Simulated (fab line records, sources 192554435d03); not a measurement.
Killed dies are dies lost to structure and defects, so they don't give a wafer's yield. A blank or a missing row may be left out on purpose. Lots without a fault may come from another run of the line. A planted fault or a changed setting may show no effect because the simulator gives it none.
Which tool did it? | flow n5_finfet | 9 lots, 27 wafers sampled, at 5 steps of a route of 1938

WHAT THE GAUGES READ, wafer by wafer
N5_BEOL_M12_THK_MEAS_01.
lot  | measured     | on            | M12_ILD_THK (nm)
L444 | day 12 03:37 | film_metro-02 | 659 664 663
L450 | day 13 11:37 | film_metro-01 | 651 509 665
L453 | day 14 18:48 | film_metro-01 | 639 653 500
L456 | day 15 20:17 | film_metro-01 | 652 658 657
L463 | day 17 16:31 | film_metro-02 | 656 660 663
L460 | day 18 06:17 | film_metro-02 | 647 655 654
L462 | day 18 07:00 | film_metro-01 | 657 664 663
L464 | day 18 09:53 | film_metro-02 | 658 662 666
L466 | day 18 11:10 | film_metro-01 | 655 672 667

WHICH TOOL RAN EACH LOT (tool, then ch and the chambers of the sampled wafers, then the start)
lot  | N5_BEOL_M11_ETCH_66                | N5_BEOL_M11_VIA_ETCH_34            | N5_BEOL_M11_STRIP_77                          | N5_BEOL_M12_ILD_DEP_00
L444 | rie_diel-02 ch 0,1, day 11 23:25   | rie_diel-02 ch 0,1, day 11 23:32   | rie_diel-02 ch 0,1, day 12 03:29 or earlier   | pecvd-02 ch 0,1,2, day 12 03:29
L450 | rie_diel-04 ch 2,3, day 13 08:13   | rie_diel-04 ch 2,3, day 13 08:20   | rie_diel-04 ch 2,3, day 13 11:29 or earlier   | pecvd-02 ch 0,1, day 13 11:29
L453 | rie_diel-01 ch 0,1,3, day 14 13:34 | rie_diel-01 ch 0,1,3, day 14 13:42 | rie_diel-01 ch 0,1,3, day 14 18:40 or earlier | pecvd-02 ch 0,1,2, day 14 18:40
L456 | rie_diel-04 ch 0,1,3, day 15 14:40 | rie_diel-04 ch 0,1,3, day 15 14:47 | rie_diel-04 ch 0,1,3, day 15 20:08 or earlier | pecvd-04 ch 0,1, day 15 20:08
L463 | rie_diel-02 ch 0,1,2, day 17 13:31 | rie_diel-02 ch 0,1,2, day 17 13:38 | rie_diel-02 ch 0,1,2, day 17 16:23 or earlier | pecvd-04 ch 0,1,2, day 17 16:23
L460 | rie_diel-02 ch 1,2,3, day 18 01:52 | rie_diel-02 ch 1,2,3, day 18 01:59 | rie_diel-02 ch 1,2,3, day 18 06:10 or earlier | pecvd-02 ch 0,1,2, day 18 06:10
L462 | rie_diel-04 ch 0,2, day 18 02:16   | rie_diel-04 ch 0,2, day 18 02:23   | rie_diel-04 ch 0,2, day 18 06:52 or earlier   | pecvd-02 ch 0,2, day 18 06:52
L464 | rie_diel-04 ch 2,3, day 18 05:51   | rie_diel-04 ch 2,3, day 18 05:59   | rie_diel-04 ch 2,3, day 18 09:45 or earlier   | pecvd-04 ch 1,2, day 18 09:45
L466 | rie_diel-04 ch 1,2,3, day 18 07:59 | rie_diel-04 ch 1,2,3, day 18 08:07 | rie_diel-04 ch 1,2,3, day 18 11:02 or earlier | pecvd-02 ch 0,2, day 18 11:02
- N5_BEOL_M11_ETCH_66: etches SOC in N2/H2, target depth 120 nm, overetch 24 nm, time 180 s.
- N5_BEOL_M11_VIA_ETCH_34: etches SiCOH lowk in C4F6/O2, target depth 184.5 nm, time 69.2 s.
- N5_BEOL_M11_STRIP_77: strips in N2/H2, time 10 s.
- N5_BEOL_M12_ILD_DEP_00: deposits SiOC from DEMS/O2, target thk 658.92 nm, time 130.7 s.

WHAT THE TOOLS THEMSELVES READ (means of the sampled wafers that have a number; where no wafer has one, the mark that the record gives instead)
N5_BEOL_M11_ETCH_66.
lot  | tool        | drypump_motor_current_A (A) | oes_product_au (a.u.) | rf_vpp_V (V) | showerhead_plenum_p_Torr (Torr) | throttle_valve_pct (%)
L444 | rie_diel-02 | 5.1                         | 0.57                  | 526.1        | 2.63                            | 17.90
L450 | rie_diel-04 | 5.6                         | 0.58                  | 522.5        | 2.52                            | 17.83
L453 | rie_diel-01 | 5.3                         | 0.63                  | 525.6        | 2.62                            | 17.76
L456 | rie_diel-04 | 6.0                         | 0.67                  | 525.8        | 2.61                            | 17.72
L463 | rie_diel-02 | 5.0                         | 0.66                  | 525.9        | 2.63                            | 17.93
L460 | rie_diel-02 | 5.1                         | 0.60                  | 526.5        | 2.65                            | 17.95
L462 | rie_diel-04 | 5.9                         | 0.72                  | 523.8        | 2.55                            | 17.79
L464 | rie_diel-04 | 5.6                         | 0.70                  | 523.0        | 2.50                            | 17.69
L466 | rie_diel-04 | 5.7                         | 0.68                  | 524.5        | 2.57                            | 17.66

N5_BEOL_M11_VIA_ETCH_34.
lot  | tool        | drypump_motor_current_A (A) | mfc_ar_sccm (sccm) | oes_product_au (a.u.) | rf_vpp_V (V) | showerhead_plenum_p_Torr (Torr) | throttle_valve_pct (%)
L444 | rie_diel-02 | 5.1                         | 299.8              | 0.70                  | 669          | 2.93                            | 20.94
L450 | rie_diel-04 | 5.6                         | 299.5              | 0.71                  | 663          | 2.82                            | 20.89
L453 | rie_diel-01 | 5.3                         | 299.5              | 0.78                  | 670          | 2.93                            | 20.81
L456 | rie_diel-04 | 5.9                         | 300.2              | 0.83                  | 669          | 2.91                            | 20.81
L463 | rie_diel-02 | 5.0                         | 299.9              | 0.81                  | 667          | 2.94                            | 20.99
L460 | rie_diel-02 | 5.1                         | 300.8              | 0.74                  | 665          | 2.96                            | 21.00
L462 | rie_diel-04 | 5.9                         | 300.4              | 0.88                  | 675          | 2.85                            | 20.87
L464 | rie_diel-04 | 5.5                         | 299.9              | 0.86                  | 665          | 2.81                            | 20.78
L466 | rie_diel-04 | 5.8                         | 299.9              | 0.83                  | 666          | 2.88                            | 20.76

N5_BEOL_M11_STRIP_77.
lot  | tool        | drypump_motor_current_A (A) | oes_product_au (a.u.) | rf_vpp_V (V) | showerhead_plenum_p_Torr (Torr) | throttle_valve_pct (%)
L444 | rie_diel-02 | 5.0                         | 0.70                  | 60.5         | 2.63                            | 23.66
L450 | rie_diel-04 | 5.6                         | 0.71                  | 59.4         | 2.51                            | 23.63
L453 | rie_diel-01 | 5.3                         | 0.78                  | 60.4         | 2.62                            | 23.62
L456 | rie_diel-04 | 5.9                         | 0.84                  | 59.9         | 2.60                            | 23.56
L463 | rie_diel-02 | 4.9                         | 0.81                  | 59.4         | 2.63                            | 23.81
L460 | rie_diel-02 | 5.1                         | 0.74                  | 59.2         | 2.64                            | 23.78
L462 | rie_diel-04 | 5.9                         | 0.89                  | 60.5         | 2.55                            | 23.70
L464 | rie_diel-04 | 5.5                         | 0.86                  | 58.2         | 2.50                            | 23.54
L466 | rie_diel-04 | 5.8                         | 0.83                  | 59.0         | 2.56                            | 23.49

N5_BEOL_M12_ILD_DEP_00.
lot  | tool     | heater_power_w (W) | run_length_s (s) | showerhead_plenum_p_Torr (Torr) | throttle_valve_pct (%)
L444 | pecvd-02 | 446                | 176.2            | 5.706                           | 12.2
L450 | pecvd-02 | 391                | 165.1            | 5.707                           | 13.1
L453 | pecvd-02 | 434                | 165.1            | 5.701                           | 12.4
L456 | pecvd-04 | 481                | 175.8            | 5.703                           | 12.3
L463 | pecvd-04 | 501                | 175.3            | 5.706                           | 11.9
L460 | pecvd-02 | 444                | 176.2            | 5.703                           | 11.8
L462 | pecvd-02 | 461                | 175.8            | 5.698                           | 12.0
L464 | pecvd-04 | 501                | 175.0            | 5.707                           | 11.7
L466 | pecvd-02 | 497                | 176.2            | 5.704                           | 11.8

THE ANSWER, worked out from the rows above alone
Rule: what is usual is taken from the lots themselves. Put in order of their means at a reading, lots are off if they are a third of the lots or fewer, leave a main group of 4 or more, and stand apart from it by a gap of 3 or more times the standard deviation of the main group's means; of several such gaps the widest counts. A main group whose means are all the same, to the digits that the tables above print for the reading, isn't used. A lot without any number at a reading at which 4 lots or more have one is off too. The other lots that the step has rows for count as sound. The gauges are gone through in route order, then the tools' own readings, and for those a lot's mean is taken as printed above. The first step at which some lot is off is used, and at that step the reading that is off furthest; a lot without a number counts as furthest.
Off: L450, L453, at N5_BEOL_M12_THK_MEAS_01 (M12_ILD_THK). The main group: mean 660 nm, standard deviation 4.
A tool fits if, at a process step before that reading, it ran every lot that is off, and no sound lot after the first of them. The gauges at N5_BEOL_M12_THK_MEAS_01 aren't tried: what is off there is off at N5_BEOL_M12_ILD_DEP_00 too, on other tools, and a gauge's error can't cause that. N5_BEOL_M11_STRIP_77 gives no start for some lots, so the hours and the order of its lots are those of N5_BEOL_M12_ILD_DEP_00. None of those tried fits.

WHAT THE SIMULATOR HAD PUT IN
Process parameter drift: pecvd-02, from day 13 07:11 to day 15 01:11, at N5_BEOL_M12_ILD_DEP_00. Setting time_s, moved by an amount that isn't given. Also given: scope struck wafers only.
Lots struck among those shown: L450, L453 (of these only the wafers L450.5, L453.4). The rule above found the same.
